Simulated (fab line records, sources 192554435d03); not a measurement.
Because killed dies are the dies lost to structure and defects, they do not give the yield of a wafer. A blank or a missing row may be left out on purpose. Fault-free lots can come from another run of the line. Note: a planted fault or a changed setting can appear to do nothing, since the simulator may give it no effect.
A lot that was struck, set against a sound lot	flow n5_finfet	36 out of 1938 route steps
Sound: these wafers, L605.3, L605.4, L605.6. Wafers L615.1, L615.3, L615.4 were the ones struck. Last of all comes the cause.
Order at every step that has rows: each side's tool, ch and its chambers, its first start. Under that, the readings that differ: sound wafers	struck wafers	difference of the means	sigmas: that difference in standard deviations of wafers without a fault.
alike: a reading whose means differ by less than 2 such deviations, as well as words and numbers matching on both sides. not compared: withheld readings; readings where some wafer has no value; bounds like >300 that might hide an equal value; numbers whose values overlap and for which the record gives no deviation.
The two part at a step that has a row with sigmas, a row that says differs or no value, or rows on one side only. Numbers that don't overlap but have no deviation are shown without sigmas and don't part them. A reading missing from all wafers of one side parts the sides only when that side holds two or more wafers.

first, 10 steps without rows for these wafers: N5_MOL_CONTACT_COAG_ETCH_48 (etches SiOC in C4F6/O2, target depth 15 nm, overetch 4.5 nm, time 17 s); N5_MOL_CONTACT_COAG_STRIP_72 (strips in N2/H2); N5_MOL_CONTACT_COAG_STRIP_49 (strips in N2/H2, time 30 s); N5_MOL_CONTACT_COAG_PRECLEAN_138 (cleans in alkaline clean, time 60 s); N5_MOL_CONTACT_COAG_SRD_139 (time 30 s); N5_MOL_CONTACT_COAG_PRE_CLEAN_121; N5_MOL_CONTACT_COAG_CVD_140 (deposits W, target thk 66.5 nm, time 215 s); N5_MOL_CONTACT_COAG_PRECLEAN_127 (cleans in DIW, time 57.5 s); N5_MOL_CONTACT_COAG_SRD_128 (dry time 32 s); N5_MOL_CONTACT_COAG_CMP_52 (polishes, stops on SiO2, t overpolish 1.5 s, target thk 66.5 nm).
N5_MOL_CONTACT_COAG_ANNEAL_112: time 1800 s.
  sound on hp_anneal-01 ch 0, day 5 18:07; struck on hp_anneal-01 ch 0, day 8 02:50
reading	sound	struck	difference	sigmas
spike_tc_bottom_C (C)	426.2 426.5 427.3	390.0 388.7 388.3	-37.7	-42
spike_tc_centre_C (C)	398.5 399.7 399.4	363.7 365.7 363.5	-34.9	-38
spike_tc_lower_C (C)	399.7 401.0 400.3	363.0 362.0 363.4	-37.5	-34
spike_tc_top_C (C)	432.9 432.2 432.3	396.3 399.6 397.3	-34.7	-37
spike_tc_upper_C (C)	398.2 399.2 400.1	361.6 362.1 362.8	-37.0	-38
wafer_temp_C_max	402.5 401.9 402.1	364.5 365.8 365.0	-37.1	-93
zone_power_bottom_pct (%)	12.62 12.67 12.81	11.19 11.10 11.05	-1.59	-13
zone_power_centre_pct (%)	9.42 9.33 9.28	8.29 8.37 8.24	-1.04	-11
zone_power_lower_pct (%)	9.30 9.17 9.29	8.14 8.23 8.15	-1.08	-12
zone_power_top_pct (%)	22.32 22.33 22.48	19.72 19.84 19.62	-2.65	-13
zone_power_upper_pct (%)	6.77 6.88 6.71	5.97 6.06 5.96	-0.79	-11
then, 23 steps without rows for these wafers: N5_BEOL_M0_SAQP_PECVD_00 (deposits SiCN from 3MS/NH3, target thk 8 nm, time 14 s); N5_BEOL_M0_SAQP_ILD_DEP_01 (deposits SiOC from DEMS/O2, target thk 45.419 nm, time 8.7 s); N5_BEOL_M0_SAQP_HM_DEP_02 (deposits TiN, target thk 12 nm); N5_BEOL_M0_SAQP_PECVD_03 (deposits SiCN from 3MS/NH3, target thk 12 nm, time 21.1 s); N5_BEOL_M0_SAQP_PECVD_96 (deposits a-Si from SiH4/He, target thk 45 nm, time 45.2 s); N5_BEOL_M0_SAQP_PECVD_97 (deposits SiNx from SiH4/NH3/N2, target thk 23 nm, time 19.9 s); N5_BEOL_M0_SAQP_PECVD_04 (deposits a-Si from SiH4/He, target thk 60 nm, time 60.2 s); N5_BEOL_M0_SAQP_HM_DEP_111 (deposits SiO2 from SiH4/N2O, target thk 12 nm, time 7.2 s); N5_BEOL_M0_SAQP_COAT_81 (time 60 s, resist thk 100 nm); N5_BEOL_M0_SAQP_COAT_82 (time 60 s, resist thk 30 nm); N5_BEOL_M0_SAQP_COAT_08 (resist thk 90 nm); N5_BEOL_M0_SAQP_EBR_10; N5_BEOL_M0_SAQP_SOFTBAKE_09 (time 60 s); N5_BEOL_M0_SAQP_EXPOSE_11 (exposes mask M0 CORE, target cd 42 nm); N5_BEOL_M0_SAQP_PEB_12 (peb time 60 s); N5_BEOL_M0_SAQP_DEVELOP_13 (develop time 30 s); N5_BEOL_M0_SAQP_DESCUM_19 (chemistry O2, time 7.9 s); N5_BEOL_M0_SAQP_ETCH_83 (etches SiARC in CF4, target depth 39 nm, time 65 s); N5_BEOL_M0_SAQP_ETCH_84 (etches SOC in N2/H2, target depth 100 nm, overetch 20 nm, time 150 s); N5_BEOL_M0_SAQP_STRIP_80 (strips in N2/H2); N5_BEOL_M0_SAQP_HM_OPEN_112 (chemistry CHF3/O2, target SiO2, stops on a-Si, target depth 12 nm, time 13.5 s); N5_BEOL_M0_SAQP_STRIP_113 (strips in CHF3/O2); N5_BEOL_M0_SAQP_MANDREL_ETCH_20 (etches a-Si in HBr/Cl2, stops on SiNx, target depth 60 nm, bt time 10 s, time 30 s).
-- record jumps: 3 days separate the struck wafers' starts on either side; left off in module BEOL_M0_SAQP, taken up again in module BEOL_M4, whose first shown step is the route's number 1111 --
N5_BEOL_M4_RC_MEAS_101:
  sound on prober-02 ch 0, day 8 06:23; struck on prober-02 ch 0, day 11 01:59
reading	sound	struck	difference	sigmas
DIBL_N (mV/V)	33.7 35.1 32.8	39.1 39.1 39.9	+5.5	+4
DIBL_P (mV/V)	35.3 36.5 33.8	39.7 39.2 40.3	+4.5	+3
IOFF_N_LONG (nA/um)	5.43e-05 5.47e-05 5.45e-05	6.24e-05 6.16e-05 6.17e-05	+7.40e-06	+3
ION_N (uA/um)	658 681 668	650 642 650	-22	-2
ION_P (uA/um)	461 473 465	419 416 421	-48	-7
SS_N (mV/dec)	71.6 72.4 71.3	73.8 74.6 73.6	+2.2	+5
SS_P (mV/dec)	73.3 73.4 72.4	78.1 77.8 77.5	+4.8	+8
VT_N_LONG (mV)	277.1 275.3 274.8	281.6 282.2 282.8	+6.5	+3
VT_P (mV)	-249 -249 -254	-269 -269 -268	-18	-6
VT_P_LONG (mV)	-274.7 -273.0 -274.4	-296.4 -298.7 -295.8	-22.9	-8
VT_P_LVT (mV)	-100.9 -100.5 -102.0	-116.7 -117.5 -114.4	-15.1	-6
  alike: IOFF_N, IOFF_P, VT_N, VT_N_LVT
-- here the record skips 4 days between the struck wafers' starts before and after, leaving off in module BEOL_M4 and picking up in module PASSIVATION (first step shown: number 1936 of the route) --
N5_PASSIVATION_PROBE_49:
  sound: prober-01 at day 12 19:32; struck: prober-01 at day 15 07:25
reading	sound	struck	difference	sigmas
killed_at_M0_to_M3	38 48 59	26 26 35	-19	-2
sort_bin_8_speed (%)	0 0 0	60.17 84.83 60.51	+68.50	
sort_n_pass	1094 1063 1061	376 92 366	-795	-50
sort_yield_pct (%)	92.7 90.1 89.9	31.9 7.8 31.0	-67.3	-48
  alike: defect_limited_yield, killed_at_M4_up, killed_at_contacts, killed_at_front_end, killed_at_other, killed_dies, killed_open, killed_short, sort_bin_5_function, sort_bin_6_memory

== WHERE THEY PART ==
First at N5_MOL_CONTACT_COAG_ANNEAL_112; last, within this record, at N5_PASSIVATION_PROBE_49.

WHY: what the simulator had put in
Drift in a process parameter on hp_anneal-01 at N5_MOL_CONTACT_COAG_ANNEAL_112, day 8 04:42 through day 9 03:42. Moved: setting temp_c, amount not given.
